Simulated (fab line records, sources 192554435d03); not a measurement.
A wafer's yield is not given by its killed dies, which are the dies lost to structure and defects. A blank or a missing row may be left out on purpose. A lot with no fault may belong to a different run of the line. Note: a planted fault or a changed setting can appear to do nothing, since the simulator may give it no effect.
Chamber matching + flow n5_finfet + N5_BEOL_M0_SAQP_SPACER2_ETCHBACK_27 on rie_diel-02: 4 sister chambers
The step etches SiO2 in CHF3/O2, target depth 22.5 nm, time 11.25 s. 8 wafers are shown with their chamber, then 10 later ones without.

== WAFERS WITH THEIR CHAMBER ==
| wafer  | chamber | drypump_motor_current_A (A) | rf_vpp_V (V) |
|--------|---------|-----------------------------|--------------|
| L081.1 | 1       | 6.2                         | 527          |
| L085.1 | 2       | 6.7                         | 514          |
| L085.4 | 0       | 5.1                         | 516          |
| L088.2 | 2       | 6.7                         | 514          |
| L088.3 | 3       | 6.5                         | 520          |
| L088.5 | 3       | 6.4                         | 520          |
| L089.1 | 1       | 6.2                         | 525          |
| L089.2 | 0       | 5.0                         | 526          |

== WAFERS WHOSE CHAMBER IS MISSING ==
| wafer  | drypump_motor_current_A (A) | rf_vpp_V (V) |
|--------|-----------------------------|--------------|
| L089.4 | 6.5                         | 520          |
| L090.3 | 6.5                         | 519          |
| L090.4 | 6.8                         | 516          |
| L090.6 | 6.2                         | 525          |
| L096.2 | 6.7                         | 513          |
| L096.3 | 6.5                         | 519          |
| L096.4 | 6.2                         | 525          |
| L097.1 | 6.7                         | 515          |
| L097.2 | 6.2                         | 525          |
| L097.6 | 5.0                         | 525          |

== WHICH CHAMBER EACH WENT THROUGH ==
| wafer  | from the rows above | in truth |
|--------|---------------------|----------|
| L089.4 | 3                   | 3        |
| L090.3 | 3                   | 3        |
| L090.4 | 2                   | 2        |
| L090.6 | 1                   | 1        |
| L096.2 | 2                   | 2        |
| L096.3 | 3                   | 3        |
| L096.4 | 1                   | 1        |
| L097.1 | 2                   | 2        |
| L097.2 | 1                   | 1        |
| L097.6 | 0                   | 0        |
10 of 10 placed correctly. From these rows, 0 cannot be placed. Placed wrongly: 0.
How it was worked out, from the rows above alone: a wafer's distance from a chamber is the root of the sum, over the readings, of the square of ((its reading less the chamber's mean) divided by the reading's scatter). If the next closest chamber is less than 2 further off than the closest, the wafer can't be placed; otherwise it belongs to the closest. A chamber's mean is the mean of its shown wafers. How the scatter is found: for the shown wafers, subtract from each reading the mean of its chamber, square and add these, divide the total by (wafers less chambers), then take the root.
